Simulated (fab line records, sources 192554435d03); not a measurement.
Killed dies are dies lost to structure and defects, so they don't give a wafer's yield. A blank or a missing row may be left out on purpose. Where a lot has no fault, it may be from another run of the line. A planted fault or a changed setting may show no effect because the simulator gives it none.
fab line records :: flow n5Finfet :: part 2 of 2: steps 22 to 30 of 30
record:
  lots: 5
  wafers: 15
  lastDay: 18
route steps=1938 shown BEOL_M11@1579 BEOL_M12@1602
lots that met no fault: taken from a fault-free run of the same line
startH: start of the lot's first displayed wafer, in hours after the record's first day :: waitH: how many hours have passed since the lot's step before this one :: " identical to the entry in the row above :: L1.1+2: one row covering several wafers at once :: - no value, or no start was given :: * or withheld: withheld :: < > ~ a bound
route shown NAME@n: NAME is a module with steps in the file, n the number in the route of the first one :: usual: the fault-free wafers' mean and standard deviation :: same: alike in all rows :: chamber/n: place in a boat :: sites: per-site readings :: _std_site: standard deviation across them :: _edge_site: inner sites' mean taken away from outer sites' mean :: radiusMm: how far each site lies from the wafer's centre :: mask NAME#n: copy n :: behind: tool/chamber where the wafer was last shaped :: hold: what put the lot on hold/how long, in hours/how the hold closed :: device: the transistor (n, p or np) that didn't switch :: end of line: the tests these same wafers got at the end of their route :: where a step has no rows: the recipe by itself :: killed: the dies lost at the first sort to structure and to defects; this is not the yield of the wafer :: map: dies across one wafer; x = killed, . = not, _ = none there
set.NAME: the setting as run; set.NAME@STEP: as run at that earlier step :: model.NAME: the simulator's own value behind a step, which no gauge read
lots seen at some steps along the route; tables by step, rows by wafer
services: a tool's chamber out of use, with start hour (startH, from the record's first day; less than 0 if before it), hours out, and reason
== steps ==
step: N5_BEOL_M11_RS_MEAS_57
recipe:
  thkMeasGauge: four-point-probe
  reads: Cu_of_BEOL_M11_ECD_50+Co_of_BEOL_M11_CVD_75+TaN_of_BEOL_M11_ALD_74
usual:
  M11_RS: 0.152/0.0045
lot.wafer: L074.1
tool: filmMetro-02
chamber: -
startH: 243.65
waitH: 0.1
M11_RS[ohm/sq]: 0.144

lot.wafer: L074.4
tool: filmMetro-02
chamber: -
startH: 243.65
waitH: 0.1
M11_RS[ohm/sq]: 0.155

lot.wafer: L074.6
tool: filmMetro-02
chamber: -
startH: 243.65
waitH: 0.1
M11_RS[ohm/sq]: 0.150

lot.wafer: L080.3
tool: filmMetro-02
chamber: -
startH: 280.42
waitH: 0.0
M11_RS[ohm/sq]: 0.158

lot.wafer: L080.4
tool: filmMetro-02
chamber: -
startH: 280.42
waitH: 0.0
M11_RS[ohm/sq]: 0.149

lot.wafer: L080.5
tool: filmMetro-02
chamber: -
startH: 280.42
waitH: 0.0
M11_RS[ohm/sq]: 0.150

lot.wafer: L086.2
tool: filmMetro-01
chamber: -
startH: 307.62
waitH: 0.0
M11_RS[ohm/sq]: 0.148

lot.wafer: L086.4
tool: filmMetro-01
chamber: -
startH: 307.62
waitH: 0.0
M11_RS[ohm/sq]: 0.152

lot.wafer: L086.6
tool: filmMetro-01
chamber: -
startH: 307.62
waitH: 0.0
M11_RS[ohm/sq]: 0.150

lot.wafer: L097.1
tool: filmMetro-02
chamber: -
startH: 392.96
waitH: 0.0
M11_RS[ohm/sq]: 0.157

lot.wafer: L097.4
tool: filmMetro-02
chamber: -
startH: 392.96
waitH: 0.0
M11_RS[ohm/sq]: 0.148

lot.wafer: L097.6
tool: filmMetro-02
chamber: -
startH: 392.96
waitH: 0.0
M11_RS[ohm/sq]: 0.145

lot.wafer: L096.1
tool: filmMetro-01
chamber: -
startH: 395.17
waitH: 0.1
M11_RS[ohm/sq]: 0.149

lot.wafer: L096.2
tool: filmMetro-01
chamber: -
startH: 395.17
waitH: 0.1
M11_RS[ohm/sq]: 0.151

lot.wafer: L096.4
tool: filmMetro-01
chamber: -
startH: 395.17
waitH: 0.1
M11_RS[ohm/sq]: 0.157
step: N5_BEOL_M11_INSPECT_58
recipe:
  inspectInstrument: darkfield
  mode: postDep
usual:
  rawDefectCount: 74/21
lot.wafer: L074.1
tool: defectInspect-02
chamber: -
startH: 243.67
waitH: 0.0
rawDefectCount: 100

lot.wafer: L074.4
tool: defectInspect-02
chamber: -
startH: 243.67
waitH: 0.0
rawDefectCount: 69

lot.wafer: L074.6
tool: defectInspect-02
chamber: -
startH: 243.67
waitH: 0.0
rawDefectCount: 74

lot.wafer: L080.3
tool: defectInspect-01
chamber: -
startH: 280.44
waitH: 0.0
rawDefectCount: 61

lot.wafer: L080.4
tool: defectInspect-01
chamber: -
startH: 280.44
waitH: 0.0
rawDefectCount: 68

lot.wafer: L080.5
tool: defectInspect-01
chamber: -
startH: 280.44
waitH: 0.0
rawDefectCount: 62

lot.wafer: L086.2
tool: defectInspect-01
chamber: -
startH: 307.65
waitH: 0.0
rawDefectCount: 77

lot.wafer: L086.4
tool: defectInspect-01
chamber: -
startH: 307.65
waitH: 0.0
rawDefectCount: 68

lot.wafer: L086.6
tool: defectInspect-01
chamber: -
startH: 307.65
waitH: 0.0
rawDefectCount: 77

lot.wafer: L097.1
tool: defectInspect-01
chamber: -
startH: 392.98
waitH: 0.0
rawDefectCount: 48

lot.wafer: L097.4
tool: defectInspect-01
chamber: -
startH: 392.98
waitH: 0.0
rawDefectCount: 60

lot.wafer: L097.6
tool: defectInspect-01
chamber: -
startH: 392.98
waitH: 0.0
rawDefectCount: 91

lot.wafer: L096.1
tool: defectInspect-02
chamber: -
startH: 395.20
waitH: 0.0
rawDefectCount: 113

lot.wafer: L096.2
tool: defectInspect-02
chamber: -
startH: 395.20
waitH: 0.0
rawDefectCount: 39

lot.wafer: L096.4
tool: defectInspect-02
chamber: -
startH: 395.20
waitH: 0.0
rawDefectCount: 77
step: N5_BEOL_M12_ILD_DEP_00
recipe:
  material: SiOC
  targetThkA: 6589.2
  tempC: 350
  precursor: DEMS/O2
  pressureTorr: 5
  rfW: 500
  timeS: 130.7
usual:
  heaterPowerW: 438/48
  showerheadPlenumPTorr: 5.688/0.014
  susceptorTempC: 350.03/0.22
  throttleValvePct: 12.2/0.85
lot.wafer: L074.1
tool: pecvd-03
chamber: 2
startH: 243.71
waitH: 0.0
heaterPowerW: 433
showerheadPlenumPTorr: 5.692
sinceWetCleanH: 194
susceptorTempC: 349.77
throttleValvePct: 11.1

lot.wafer: L074.4
tool: pecvd-03
chamber: 1
startH: 243.71
waitH: 0.0
heaterPowerW: 428
showerheadPlenumPTorr: 5.707
sinceWetCleanH: -
susceptorTempC: 350.11
throttleValvePct: 12.4

lot.wafer: L074.6
tool: pecvd-03
chamber: 0
startH: 243.71
waitH: 0.0
heaterPowerW: 525
showerheadPlenumPTorr: 5.699
sinceWetCleanH: -
susceptorTempC: 350.33
throttleValvePct: 12.6

lot.wafer: L080.3
tool: pecvd-04
chamber: 0
startH: 280.48
waitH: 0.0
heaterPowerW: 473
showerheadPlenumPTorr: 5.654
sinceWetCleanH: 803
susceptorTempC: 349.56
throttleValvePct: 12.2

lot.wafer: L080.4
tool: pecvd-04
chamber: 0
startH: 280.48
waitH: 0.0
heaterPowerW: 475
showerheadPlenumPTorr: 5.679
sinceWetCleanH: -
susceptorTempC: 350.08
throttleValvePct: 12.3

lot.wafer: L080.5
tool: pecvd-04
chamber: 2
startH: 280.48
waitH: 0.0
heaterPowerW: 515
showerheadPlenumPTorr: 5.669
sinceWetCleanH: -
susceptorTempC: 349.99
throttleValvePct: 10.7

lot.wafer: L086.2
tool: pecvd-03
chamber: 1
startH: 307.68
waitH: 0.0
heaterPowerW: 414
showerheadPlenumPTorr: 5.684
sinceWetCleanH: 1737
susceptorTempC: 349.89
throttleValvePct: 12.6

lot.wafer: L086.4
tool: pecvd-03
chamber: 2
startH: 307.68
waitH: 0.0
heaterPowerW: 337
showerheadPlenumPTorr: 5.687
sinceWetCleanH: -
susceptorTempC: 350.02
throttleValvePct: 11.0

lot.wafer: L086.6
tool: pecvd-03
chamber: 0
startH: 307.68
waitH: 0.0
heaterPowerW: 439
showerheadPlenumPTorr: 5.703
sinceWetCleanH: -
susceptorTempC: 350.32
throttleValvePct: 12.7

lot.wafer: L097.1
tool: pecvd-02
chamber: 2
startH: 393.02
waitH: 0.0
heaterPowerW: 468
showerheadPlenumPTorr: 5.699
sinceWetCleanH: 524
susceptorTempC: 349.92
throttleValvePct: 11.9

lot.wafer: L097.4
tool: pecvd-02
chamber: 1
startH: 393.02
waitH: 0.0
heaterPowerW: 328
showerheadPlenumPTorr: 5.688
sinceWetCleanH: -
susceptorTempC: 349.83
throttleValvePct: 13.2

lot.wafer: L097.6
tool: pecvd-02
chamber: 2
startH: 393.02
waitH: 0.0
heaterPowerW: 476
showerheadPlenumPTorr: 5.688
sinceWetCleanH: -
susceptorTempC: 350.25
throttleValvePct: 11.9

lot.wafer: L096.1
tool: pecvd-02
chamber: 2
startH: 395.24
waitH: 0.0
heaterPowerW: 481
showerheadPlenumPTorr: 5.700
sinceWetCleanH: 526
susceptorTempC: 350.12
throttleValvePct: 11.6

lot.wafer: L096.2
tool: pecvd-02
chamber: 0
startH: 395.24
waitH: 0.0
heaterPowerW: 417
showerheadPlenumPTorr: 5.684
sinceWetCleanH: 1280
susceptorTempC: 349.96
throttleValvePct: 13.0

lot.wafer: L096.4
tool: pecvd-02
chamber: 2
startH: 395.24
waitH: 0.0
heaterPowerW: 389
showerheadPlenumPTorr: 5.700
sinceWetCleanH: -
susceptorTempC: 350.16
throttleValvePct: 12.0
step: N5_BEOL_M12_THK_MEAS_01
recipe:
  reads: SiOC_of_BEOL_M12_ILD_DEP_00
usual:
  M12_ILD_THK: 662/10
lot.wafer: L074.1
tool: filmMetro-02
chamber: -
startH: 243.84
waitH: 0.1
M12_ILD_THK[nm]: 656

lot.wafer: L074.4
tool: filmMetro-02
chamber: -
startH: 243.84
waitH: 0.1
M12_ILD_THK[nm]: 657

lot.wafer: L074.6
tool: filmMetro-02
chamber: -
startH: 243.84
waitH: 0.1
M12_ILD_THK[nm]: 664

lot.wafer: L080.3
tool: filmMetro-02
chamber: -
startH: 280.61
waitH: 0.1
M12_ILD_THK[nm]: 664

lot.wafer: L080.4
tool: filmMetro-02
chamber: -
startH: 280.61
waitH: 0.1
M12_ILD_THK[nm]: 675

lot.wafer: L080.5
tool: filmMetro-02
chamber: -
startH: 280.61
waitH: 0.1
M12_ILD_THK[nm]: 669

lot.wafer: L086.2
tool: filmMetro-02
chamber: -
startH: 307.81
waitH: 0.1
M12_ILD_THK[nm]: 660

lot.wafer: L086.4
tool: filmMetro-02
chamber: -
startH: 307.81
waitH: 0.1
M12_ILD_THK[nm]: 682

lot.wafer: L086.6
tool: filmMetro-02
chamber: -
startH: 307.81
waitH: 0.1
M12_ILD_THK[nm]: 677

lot.wafer: L097.1
tool: filmMetro-01
chamber: -
startH: 393.15
waitH: 0.1
M12_ILD_THK[nm]: 668

lot.wafer: L097.4
tool: filmMetro-01
chamber: -
startH: 393.15
waitH: 0.1
M12_ILD_THK[nm]: 674

lot.wafer: L097.6
tool: filmMetro-01
chamber: -
startH: 393.15
waitH: 0.1
M12_ILD_THK[nm]: 676

lot.wafer: L096.1
tool: filmMetro-02
chamber: -
startH: 395.37
waitH: 0.1
M12_ILD_THK[nm]: 662

lot.wafer: L096.2
tool: filmMetro-02
chamber: -
startH: 395.37
waitH: 0.1
M12_ILD_THK[nm]: 658

lot.wafer: L096.4
tool: filmMetro-02
chamber: -
startH: 395.37
waitH: 0.1
M12_ILD_THK[nm]: 684
step: N5_BEOL_M12_COAT_58
recipe:
  resist: BARC
  tempC: 205
  timeS: 60
  spinRpm: 1500
  resistThkNm: 89
usual:
  exhaustPa: 45.1/0.9
  plateTempC: 204.99/0.15
lot.wafer: L074.1
tool: lithoTrack-05
chamber: 0
startH: 243.87
waitH: 0.0
exhaustPa: 45.1
plateTempC: 204.99

lot.wafer: L074.4
tool: lithoTrack-05
chamber: 0
startH: 243.87
waitH: 0.0
exhaustPa: 45.9
plateTempC: 204.86

lot.wafer: L074.6
tool: lithoTrack-05
chamber: 0
startH: 243.87
waitH: 0.0
exhaustPa: 45.9
plateTempC: 205.14

lot.wafer: L080.3
tool: lithoTrack-04
chamber: 0
startH: 280.64
waitH: 0.0
exhaustPa: 43.8
plateTempC: 205.02

lot.wafer: L080.4
tool: lithoTrack-04
chamber: 0
startH: 280.64
waitH: 0.0
exhaustPa: 44.0
plateTempC: 205.07

lot.wafer: L080.5
tool: lithoTrack-04
chamber: 0
startH: 280.64
waitH: 0.0
exhaustPa: 44.9
plateTempC: 204.95

lot.wafer: L086.2
tool: lithoTrack-05
chamber: 0
startH: 307.85
waitH: 0.0
exhaustPa: 44.9
plateTempC: 204.90

lot.wafer: L086.4
tool: lithoTrack-05
chamber: 0
startH: 307.85
waitH: 0.0
exhaustPa: 45.0
plateTempC: 204.99

lot.wafer: L086.6
tool: lithoTrack-05
chamber: 0
startH: 307.85
waitH: 0.0
exhaustPa: 43.6
plateTempC: 205.03

lot.wafer: L097.1
tool: lithoTrack-04
chamber: 0
startH: 393.18
waitH: 0.0
exhaustPa: 45.2
plateTempC: 205.00

lot.wafer: L097.4
tool: lithoTrack-04
chamber: 0
startH: 393.18
waitH: 0.0
exhaustPa: 44.7
plateTempC: 204.80

lot.wafer: L097.6
tool: lithoTrack-04
chamber: 0
startH: 393.18
waitH: 0.0
exhaustPa: 44.4
plateTempC: 205.05

lot.wafer: L096.1
tool: lithoTrack-05
chamber: 0
startH: 395.40
waitH: 0.0
exhaustPa: 45.4
plateTempC: 205.40

lot.wafer: L096.2
tool: lithoTrack-05
chamber: 0
startH: 395.40
waitH: 0.0
exhaustPa: 45.8
plateTempC: 204.96

lot.wafer: L096.4
tool: lithoTrack-05
chamber: 0
startH: 395.40
waitH: 0.0
exhaustPa: 45.8
plateTempC: 204.97
step: N5_BEOL_M12_COAT_04
recipe:
  spinRpm: 1625
  resistThkNm: 400
usual:
  exhaustPa: 44.9/0.9
lot.wafer: L074.1
tool: lithoTrack-05
chamber: 0
startH: -
waitH: -
exhaustPa: 45.3

lot.wafer: L074.4
tool: lithoTrack-05
chamber: 0
startH: -
waitH: -
exhaustPa: 45.7

lot.wafer: L074.6
tool: lithoTrack-05
chamber: 0
startH: -
waitH: -
exhaustPa: 46.9

lot.wafer: L080.3
tool: lithoTrack-04
chamber: 0
startH: -
waitH: -
exhaustPa: 46.0

lot.wafer: L080.4
tool: lithoTrack-04
chamber: 0
startH: -
waitH: -
exhaustPa: 46.9

lot.wafer: L080.5
tool: lithoTrack-04
chamber: 0
startH: -
waitH: -
exhaustPa: 45.1

lot.wafer: L086.2
tool: lithoTrack-05
chamber: 0
startH: -
waitH: -
exhaustPa: 44.7

lot.wafer: L086.4
tool: lithoTrack-05
chamber: 0
startH: -
waitH: -
exhaustPa: 44.6

lot.wafer: L086.6
tool: lithoTrack-05
chamber: 0
startH: -
waitH: -
exhaustPa: 42.5

lot.wafer: L097.1
tool: lithoTrack-04
chamber: 0
startH: -
waitH: -
exhaustPa: 43.6

lot.wafer: L097.4
tool: lithoTrack-04
chamber: 0
startH: -
waitH: -
exhaustPa: 42.8

lot.wafer: L097.6
tool: lithoTrack-04
chamber: 0
startH: -
waitH: -
exhaustPa: 44.3

lot.wafer: L096.1
tool: lithoTrack-05
chamber: 0
startH: -
waitH: -
exhaustPa: 44.2

lot.wafer: L096.2
tool: lithoTrack-05
chamber: 0
startH: -
waitH: -
exhaustPa: 45.2

lot.wafer: L096.4
tool: lithoTrack-05
chamber: 0
startH: -
waitH: -
exhaustPa: 44.7
step: N5_BEOL_M12_EBR_06
recipe:
  solvent: PGMEA
  ebrWidthMm: 1.5
usual:
  exhaustPa: 44.9/0.93
same:
  ebrWidthMm: 1.5
lot.wafer: L074.1
tool: lithoTrack-05
chamber: 0
startH: -
waitH: -
exhaustPa: 45.1

lot.wafer: L074.4
tool: lithoTrack-05
chamber: 0
startH: -
waitH: -
exhaustPa: 45.9

lot.wafer: L074.6
tool: lithoTrack-05
chamber: 0
startH: -
waitH: -
exhaustPa: 45.9

lot.wafer: L080.3
tool: lithoTrack-04
chamber: 0
startH: -
waitH: -
exhaustPa: 44.0

lot.wafer: L080.4
tool: lithoTrack-04
chamber: 0
startH: -
waitH: -
exhaustPa: 44.3

lot.wafer: L080.5
tool: lithoTrack-04
chamber: 0
startH: -
waitH: -
exhaustPa: 44.7

lot.wafer: L086.2
tool: lithoTrack-05
chamber: 0
startH: -
waitH: -
exhaustPa: 44.1

lot.wafer: L086.4
tool: lithoTrack-05
chamber: 0
startH: -
waitH: -
exhaustPa: 45.0

lot.wafer: L086.6
tool: lithoTrack-05
chamber: 0
startH: -
waitH: -
exhaustPa: 43.9

lot.wafer: L097.1
tool: lithoTrack-04
chamber: 0
startH: -
waitH: -
exhaustPa: 44.2

lot.wafer: L097.4
tool: lithoTrack-04
chamber: 0
startH: -
waitH: -
exhaustPa: 43.9

lot.wafer: L097.6
tool: lithoTrack-04
chamber: 0
startH: -
waitH: -
exhaustPa: 44.9

lot.wafer: L096.1
tool: lithoTrack-05
chamber: 0
startH: -
waitH: -
exhaustPa: 45.0

lot.wafer: L096.2
tool: lithoTrack-05
chamber: 0
startH: -
waitH: -
exhaustPa: 44.7

lot.wafer: L096.4
tool: lithoTrack-05
chamber: 0
startH: -
waitH: -
exhaustPa: 44.7
step: N5_BEOL_M12_SOFTBAKE_05
recipe:
  tempC: 130
  timeS: 60
usual:
  exhaustPa: 45.1/0.89
  plateTempC: 129.99/0.14
lot.wafer: L074.1
tool: lithoTrack-05
chamber: 0
startH: -
waitH: -
exhaustPa: 43.9
plateTempC: 129.73

lot.wafer: L074.4
tool: lithoTrack-05
chamber: 0
startH: -
waitH: -
exhaustPa: 45.5
plateTempC: 129.88

lot.wafer: L074.6
tool: lithoTrack-05
chamber: 0
startH: -
waitH: -
exhaustPa: 45.6
plateTempC: 129.84

lot.wafer: L080.3
tool: lithoTrack-04
chamber: 0
startH: -
waitH: -
exhaustPa: 45.5
plateTempC: 130.14

lot.wafer: L080.4
tool: lithoTrack-04
chamber: 0
startH: -
waitH: -
exhaustPa: 46.8
plateTempC: 129.99

lot.wafer: L080.5
tool: lithoTrack-04
chamber: 0
startH: -
waitH: -
exhaustPa: 45.6
plateTempC: 129.89

lot.wafer: L086.2
tool: lithoTrack-05
chamber: 0
startH: -
waitH: -
exhaustPa: 46.3
plateTempC: 130.03

lot.wafer: L086.4
tool: lithoTrack-05
chamber: 0
startH: -
waitH: -
exhaustPa: 45.3
plateTempC: 129.96

lot.wafer: L086.6
tool: lithoTrack-05
chamber: 0
startH: -
waitH: -
exhaustPa: 45.2
plateTempC: 130.03

lot.wafer: L097.1
tool: lithoTrack-04
chamber: 0
startH: -
waitH: -
exhaustPa: 44.2
plateTempC: 130.18

lot.wafer: L097.4
tool: lithoTrack-04
chamber: 0
startH: -
waitH: -
exhaustPa: 45.7
plateTempC: 129.81

lot.wafer: L097.6
tool: lithoTrack-04
chamber: 0
startH: -
waitH: -
exhaustPa: 46.3
plateTempC: 130.00

lot.wafer: L096.1
tool: lithoTrack-05
chamber: 0
startH: -
waitH: -
exhaustPa: 44.0
plateTempC: 130.10

lot.wafer: L096.2
tool: lithoTrack-05
chamber: 0
startH: -
waitH: -
exhaustPa: 45.8
plateTempC: 130.21

lot.wafer: L096.4
tool: lithoTrack-05
chamber: 0
startH: -
waitH: -
exhaustPa: 46.2
plateTempC: 130.01
step: N5_BEOL_M12_EXPOSE_07
recipe:
  maskId: V11
  na: 0.93
  sourceShape: conventional
  sigmaOuter: 0.6
  polarization: unpolarized
  attpsmPhaseDeg: 180
  doseMj: 32.5
usual:
  focusOffsetNm: -0.1/0.55
lot.wafer: L074.1
tool: krfScanner-02
chamber: 0
startH: 243.97
waitH: -
mask: V11#0
focusOffsetNm: -1.2

lot.wafer: L074.4
tool: krfScanner-02
chamber: 0
startH: 243.97
waitH: -
mask: V11#0
focusOffsetNm: -0.1

lot.wafer: L074.6
tool: krfScanner-02
chamber: 0
startH: 243.97
waitH: -
mask: V11#0
focusOffsetNm: 0.7

lot.wafer: L080.3
tool: krfScanner-02
chamber: 0
startH: 280.88
waitH: -
mask: V11#0
focusOffsetNm: -0.5

lot.wafer: L080.4
tool: krfScanner-02
chamber: 0
startH: 280.88
waitH: -
mask: V11#0
focusOffsetNm: 0.0

lot.wafer: L080.5
tool: krfScanner-02
chamber: 0
startH: 280.88
waitH: -
mask: V11#0
focusOffsetNm: -0.4

lot.wafer: L086.2
tool: krfScanner-01
chamber: 0
startH: 308.07
waitH: -
mask: V11#0
focusOffsetNm: 0.2

lot.wafer: L086.4
tool: krfScanner-01
chamber: 0
startH: 308.07
waitH: -
mask: V11#0
focusOffsetNm: 0.5

lot.wafer: L086.6
tool: krfScanner-01
chamber: 0
startH: 308.07
waitH: -
mask: V11#0
focusOffsetNm: -0.1

lot.wafer: L097.1
tool: krfScanner-01
chamber: 0
startH: 393.28
waitH: -
mask: V11#0
focusOffsetNm: 0.1

lot.wafer: L097.4
tool: krfScanner-01
chamber: 0
startH: 393.28
waitH: -
mask: V11#0
focusOffsetNm: -0.7

lot.wafer: L097.6
tool: krfScanner-01
chamber: 0
startH: 393.28
waitH: -
mask: V11#0
focusOffsetNm: -0.2

lot.wafer: L096.1
tool: krfScanner-01
chamber: 0
startH: 395.50
waitH: -
mask: V11#0
focusOffsetNm: -0.9

lot.wafer: L096.2
tool: krfScanner-01
chamber: 0
startH: 395.50
waitH: -
mask: V11#0
focusOffsetNm: 0.0

lot.wafer: L096.4
tool: krfScanner-01
chamber: 0
startH: 395.50
waitH: -
mask: V11#0
focusOffsetNm: 0.3
== services ==
tool: rieDiel-06
chamber: -
startH: 216.83
hours: 4.3
kind: pm

tool: pecvd-01
chamber: -
startH: 219.58
hours: 1.3
kind: repair

tool: rieDiel-05
chamber: 3
startH: 228.51
hours: 2.4
kind: repair

tool: cmp-04
chamber: -
startH: 230.79
hours: 1.2
kind: repair

tool: uvCure-03
chamber: -
startH: 232.20
hours: 1.1
kind: repair

tool: rieDiel-06
chamber: 2
startH: 235.86
hours: 5.7
kind: repair

tool: krfScanner-01
chamber: -
startH: 238.95
hours: 1.0
kind: pm

tool: krfScanner-01
chamber: -
startH: 240.98
hours: 0.4
kind: repair

tool: cvdCo-01
chamber: -
startH: 243.87
hours: 2.8
kind: pm

tool: krfScanner-01
chamber: -
startH: 244.75
hours: 4.4
kind: pm

tool: cmp-04
chamber: -
startH: 244.92
hours: 0.5
kind: repair

tool: ecdCu-01
chamber: -
startH: 245.37
hours: 6.1
kind: repair

tool: rieDiel-05
chamber: -
startH: 249.68
hours: 4.3
kind: pm

tool: krfScanner-01
chamber: -
startH: 253.31
hours: 4.0
kind: repair

tool: cvdCo-01
chamber: -
startH: 263.04
hours: 0.3
kind: repair

tool: rieDiel-05
chamber: -
startH: 290.91
hours: 0.9
kind: repair

tool: pecvd-01
chamber: 2
startH: 291.60
hours: 2.1
kind: repair

tool: cmp-04
chamber: -
startH: 292.27
hours: 0.3
kind: repair

tool: cmp-04
chamber: -
startH: 328.18
hours: 6.2
kind: pm

tool: pecvd-02
chamber: -
startH: 341.15
hours: 0.8
kind: repair

tool: cmp-04
chamber: -
startH: 343.76
hours: 1.2
kind: repair

tool: rieDiel-05
chamber: 1
startH: 356.64
hours: 3.1
kind: repair

tool: pecvd-01
chamber: -
startH: 373.96
hours: 0.5
kind: repair

tool: rieDiel-05
chamber: -
startH: 387.68
hours: 1.8
kind: repair
